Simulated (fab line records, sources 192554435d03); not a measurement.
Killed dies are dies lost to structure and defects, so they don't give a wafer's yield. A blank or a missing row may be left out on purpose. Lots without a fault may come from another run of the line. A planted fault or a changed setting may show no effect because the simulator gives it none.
Which tool did it? | flow n5_finfet | 12 lots, 33 wafers sampled, at 4 steps of a route of 1938

WHAT THE GAUGES READ, wafer by wafer
N5_BEOL_M8_OVL_MEAS_12. Usual: M8_OVL -0.3 nm, standard deviation 0.71.
lot  | measured     | on         | M8_OVL (nm)    | flag
L940 | day 11 14:43 | overlay-02 | -0.2 1.3 0.6   |
L943 | day 11 17:20 | overlay-01 | -1.3 -0.9 -0.8 |
L942 | day 11 23:25 | overlay-01 | 0.0 0.2 -0.3   |
L944 | day 12 06:48 | overlay-01 | 0.4 0.3 0.1    |
L948 | day 12 19:12 | overlay-01 | -0.6 0.1       |
L952 | day 14 14:07 | overlay-01 | 0.5 0.6 -0.3   |
L954 | day 14 17:31 | overlay-02 | -0.3 0.3       |
L951 | day 14 23:28 | overlay-02 | -1.5 -0.5 -1.8 |
L958 | day 15 15:58 | overlay-02 | -0.6 -0.4      |
L957 | day 15 19:25 | overlay-02 | 0.1 -0.6 0.2   |
L961 | day 16 11:54 | overlay-01 | -1.8 -2.1 -1.8 |
L962 | day 17 02:04 | overlay-01 | -0.1 -0.7 0.0  |

WHICH TOOL RAN EACH LOT (tool, then ch and the chambers of the sampled wafers, then the start)
lot  | N5_BEOL_M7_STRIP_36                | N5_BEOL_M7_ANNEAL_51             | N5_BEOL_M8_COAT_05
L940 | rie_diel-02 ch 0,1,3, day 11 09:40 | rtp_anneal-02 ch 0, day 11 11:58 | litho_track-02 ch 0, day 11 14:26
L943 | rie_diel-03 ch 0,1,2, day 11 11:04 | rtp_anneal-01 ch 0, day 11 13:53 | litho_track-02 ch 0, day 11 16:56
L942 | rie_diel-06 ch 0,1,2, day 11 17:34 | rtp_anneal-02 ch 0, day 11 21:11 | litho_track-01 ch 0, day 11 23:01
L944 | rie_diel-02 ch 0,2, day 12 02:27   | rtp_anneal-02 ch 0, day 12 04:17 | litho_track-01 ch 0, day 12 06:32
L948 | rie_diel-02 ch 2,3, day 12 12:28   | rtp_anneal-01 ch 0, day 12 15:35 | litho_track-03 ch 0, day 12 18:56
L952 | rie_diel-03 ch 0,1,2, day 14 08:59 | rtp_anneal-02 ch 0, day 14 11:06 | litho_track-01 ch 0, day 14 13:43
L954 | rie_diel-03 ch 1,3, day 14 12:16   | rtp_anneal-01 ch 0, day 14 14:25 | litho_track-02 ch 0, day 14 17:07
L951 | rie_diel-06 ch 0,1,3, day 14 18:22 | rtp_anneal-02 ch 0, day 14 20:50 | litho_track-01 ch 0, day 14 23:11
L958 | rie_diel-06 ch 1, day 15 08:30     | rtp_anneal-02 ch 0, day 15 12:10 | litho_track-03 ch 0, day 15 15:34
L957 | rie_diel-03 ch 1,2, day 15 11:41   | rtp_anneal-01 ch 0, day 15 15:16 | litho_track-03 ch 0, day 15 19:07
L961 | rie_diel-06 ch 0,3, day 16 07:31   | rtp_anneal-02 ch 0, day 16 09:16 | litho_track-02 ch 0, day 16 11:30
L962 | rie_diel-02 ch 0,2, day 16 17:33   | rtp_anneal-01 ch 0, day 16 23:58 | litho_track-03 ch 0, day 17 01:40
- N5_BEOL_M7_STRIP_36: strips in N2/H2.
- N5_BEOL_M7_ANNEAL_51: time 90 s.
- N5_BEOL_M8_COAT_05: resist thk 90 nm.

WHAT THE TOOLS THEMSELVES READ (means of the sampled wafers that have a number; where no wafer has one, the mark that the record gives instead)
N5_BEOL_M7_STRIP_36. Usual: drypump_motor_current_A 5.7 A, standard deviation 0.45; n2_flow_sccm 200.0 sccm, standard deviation 0.61; oes_product_au 0.79 a.u., standard deviation 0.071; rf_vpp_V 59.1 V, standard deviation 1.4; showerhead_plenum_p_Torr 2.54 Torr, standard deviation 0.078; temp_c 40.01 C, standard deviation 0.12; throttle_valve_pct 23.7 %, standard deviation 0.37.
lot  | tool        | drypump_motor_current_A (A) | n2_flow_sccm (sccm) | oes_product_au (a.u.) | rf_vpp_V (V) | showerhead_plenum_p_Torr (Torr) | temp_c (C) | throttle_valve_pct (%) | flag
L940 | rie_diel-02 | 5.5                         | 200.4               | 0.79                  | 60.2         | 2.51                            | 39.88      | 23.5                   |
L943 | rie_diel-03 | 5.9                         | 199.7               | 0.75                  | 59.1         | 2.58                            | 40.09      | 23.7                   |
L942 | rie_diel-06 | 5.6                         | 200.3               | 0.83                  | 59.9         | 2.46                            | 40.02      | 23.5                   |
L944 | rie_diel-02 | 5.5                         | 200.2               | 0.77                  | 59.7         | 2.47                            | 40.18      | 23.7                   |
L948 | rie_diel-02 | 5.7                         | 199.6               | 0.72                  | 60.0         | 2.45                            | 39.94      | 23.6                   |
L952 | rie_diel-03 | 6.0                         | 200.5               | 0.84                  | 58.9         | 2.57                            | 39.99      | 23.6                   |
L954 | rie_diel-03 | 5.7                         | 200.3               | 0.73                  | 58.4         | 2.56                            | 40.17      | 23.8                   |
L951 | rie_diel-06 | 5.6                         | 200.6               | 0.78                  | 58.5         | 2.50                            | 39.94      | 23.4                   |
L958 | rie_diel-06 | 5.4                         | 200.3               | 0.81                  | 57.8         | 2.54                            | 40.11      | 23.3                   |
L957 | rie_diel-03 | 6.1                         | 199.7               | 0.79                  | 57.2         | 2.54                            | 40.13      | 23.3                   |
L961 | rie_diel-06 | 5.7                         | 200.6               | 0.73                  | 58.6         | 2.48                            | 39.89      | 23.5                   |
L962 | rie_diel-02 | 5.5                         | 200.1               | 0.72                  | 59.5         | 2.47                            | 40.04      | 23.7                   |

N5_BEOL_M7_ANNEAL_51. Usual: wafer_temp_C_max 225.9, standard deviation 0.32.
lot  | tool          | wafer_temp_C_max | flag
L940 | rtp_anneal-02 | 226.1            |
L943 | rtp_anneal-01 | 225.7            |
L942 | rtp_anneal-02 | 225.8            |
L944 | rtp_anneal-02 | 226.1            |
L948 | rtp_anneal-01 | 225.9            |
L952 | rtp_anneal-02 | 225.9            |
L954 | rtp_anneal-01 | 225.5            |
L951 | rtp_anneal-02 | 225.7            |
L958 | rtp_anneal-02 | 226.2            |
L957 | rtp_anneal-01 | 225.8            |
L961 | rtp_anneal-02 | 226.2            |
L962 | rtp_anneal-01 | 225.6            |

N5_BEOL_M8_COAT_05. Usual: exhaust_pa 45.1 Pa, standard deviation 0.88; spin_speed_rpm 1500.0 rpm, standard deviation 0.95.
lot  | tool           | exhaust_pa (Pa) | spin_speed_rpm (rpm) | flag
L940 | litho_track-02 | 44.9            | 1501.0               |
L943 | litho_track-02 | 46.3            | 1500.8               |
L942 | litho_track-01 | 45.8            | 1499.6               |
L944 | litho_track-01 | 44.7            | 1500.0               |
L948 | litho_track-03 | 45.1            | 1500.6               |
L952 | litho_track-01 | 45.3            | 1424.8               | OFF
L954 | litho_track-02 | 46.5            | 1500.3               |
L951 | litho_track-01 | 45.5            | 1425.1               | OFF
L958 | litho_track-03 | 45.5            | 1499.9               |
L957 | litho_track-03 | 45.1            | 1498.9               |
L961 | litho_track-02 | 44.6            | 1500.0               |
L962 | litho_track-03 | 45.6            | 1499.8               |

THE ANSWER, worked out from the rows above alone
Rule: a lot is off if the mean of its wafers that have a number lies more than 3 standard deviations from the usual mean. A lot without any number at a reading at which 4 lots or more have one is off too. The other lots that the step has rows for count as sound. The gauges are gone through in route order, then the tools' own readings, and for those a lot's mean is taken as printed above. The first step at which some lot is off is used, and at that step the reading that is off furthest; a lot without a number counts as furthest.
Off: L952, L951, at N5_BEOL_M8_COAT_05 (spin_speed_rpm).
A tool fits if, at that step or a process step before it, it ran every lot that is off, and no sound lot after the first of them. One fits: litho_track-01 at N5_BEOL_M8_COAT_05. Its last sound lot is L944 (day 12 06:32), its first lot that is off L952 (day 14 13:43): a fault that began between those two fits.
The tool's own readings at N5_BEOL_M8_COAT_05 bear it out: on the lots that are off they differ by more than 5 times the standard deviation of the sound lots' means. spin_speed_rpm reads 1424.9 rpm there against 1500.1 rpm on the sound lots.

WHAT THE SIMULATOR HAD PUT IN
Process parameter drift: litho_track-01, from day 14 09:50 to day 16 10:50, at N5_BEOL_M8_COAT_05. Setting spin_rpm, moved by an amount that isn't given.
Lots struck among those shown: L952, L951. The rule above found the same.
